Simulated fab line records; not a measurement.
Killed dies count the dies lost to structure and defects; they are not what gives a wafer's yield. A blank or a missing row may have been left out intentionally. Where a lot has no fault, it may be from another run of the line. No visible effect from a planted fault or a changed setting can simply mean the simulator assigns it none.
A struck lot beside a sound one ; flow nand-harc ; 16 out of 1302 route steps
Sound: these wafers, L546.3, L546.5, L546.6. Wafers L557.1, L557.2, L557.4 were the ones struck. The cause comes at the end.
For every step that has rows: the tool of each side, followed by ch and its chambers, followed by its first start. Under that, the readings that differ: sound wafers ; struck wafers ; difference of the means ; sigmas: that difference in standard deviations of wafers without a fault.
alike: readings whose means differ by less than 2 such deviations, and words and numbers that are the same on both sides. not compared: withheld readings, readings that some wafer has no value for, bounds like >300 that may hide the same value, and numbers for which the record gives no deviation and whose values overlap.
Wherever a step has rows on one side only, a row that says differs or no value, or a row with sigmas, the two part there. Numbers that don't overlap but have no deviation are shown without sigmas and don't part them. A reading that every wafer of one side lacks parts them only if that side has two wafers or more.

NHARC_A_ONON_D2_THK_MEAS_11: measures by ellipsometry.
  struck on film-metro-01, day 17 13:41; sound on film-metro-02, day 13 08:49
  alike: thk-nm
then, no rows for these wafers at 1 step: NHARC_A_ONON_D2_DEP_12 (target thk 1000 nm).
NHARC_A_ONON_D2_THK_MEAS_14: measures by ellipsometry.
  struck on film-metro-02, day 17 14:15; sound on film-metro-02, day 13 09:23
  alike: thk-nm
then, 2 steps without rows for these wafers: NHARC_A_ONON_D2_ANNEAL_15 (time 3600 s); NHARC_A_ONON_D2_DEP_16 (target thk 1000 nm).
NHARC_A_ONON_D2_THK_MEAS_18: measures by ellipsometry.
  struck on film-metro-02, day 18 01:28; sound on film-metro-01, day 13 18:55
  alike: thk-nm
then, no rows for these wafers at 1 step: NHARC_A_ONON_D2_DEP_19 (target thk 1000 nm).
NHARC_A_ONON_D2_THK_MEAS_21: measures by ellipsometry.
  struck on film-metro-01, day 18 02:01; sound on film-metro-01, day 13 19:29
reading;sound;struck;difference;sigmas
thk-nm (nm);973 974 973;998 997 998;+24;+2
then, no rows for these wafers at 1 step: NHARC_A_ONON_D2_DEP_22 (target thk 1000 nm).
NHARC_A_ONON_D2_THK_MEAS_24: measures by ellipsometry.
  struck on film-metro-02, day 18 02:35; sound on film-metro-01, day 13 20:04
  alike: thk-nm
then, no rows for these wafers at 1 step: NHARC_A_ONON_D2_DEP_25 (target thk 1000 nm).
NHARC_A_ONON_D2_THK_MEAS_27: measures by ellipsometry.
  struck on film-metro-01, day 18 03:10; sound on film-metro-01, day 13 20:37
  alike: thk-nm
NHARC_A_ONON_D2_DEP_28: target thk 1000 nm.
  sound on pecvd-onon-01 ch 0, day 13 20:47; struck on pecvd-onon-01 ch 0, day 18 03:13
  alike: sih4-flow-sccm
NHARC_A_ONON_D2_THK_MEAS_30: measures by ellipsometry.
  struck on film-metro-01, day 18 03:44; sound on film-metro-01, day 13 21:11
reading;sound;struck;difference;sigmas
thk-nm (nm);985 987 986;643 644 642;-343;-34
NHARC_A_ONON_D2_DEP_33: deposits SiO2, target thk 200 nm.
  sound on pecvd-01 ch 0,1, day 13 21:14; struck on pecvd-04 ch 0,1,2, day 18 03:47
  alike: heater-power-w, showerhead-vpp-V, throttle-valve-pct
-- record jumps: 11 days between struck wafers' starts before vs after; left off in module A_ONON_D2, resumes in module END, first step shown is number 1302 of the route --
NHARC_END_SORT_01:
  only the struck wafers appear in the record here, on prober-01 ch 0 at day 29 05:30; the sound ones have no rows

== WHERE THEY PART ==
At NHARC_A_ONON_D2_THK_MEAS_21 first; at NHARC_END_SORT_01 last (within this record only).

WHY: the cause the simulator had injected
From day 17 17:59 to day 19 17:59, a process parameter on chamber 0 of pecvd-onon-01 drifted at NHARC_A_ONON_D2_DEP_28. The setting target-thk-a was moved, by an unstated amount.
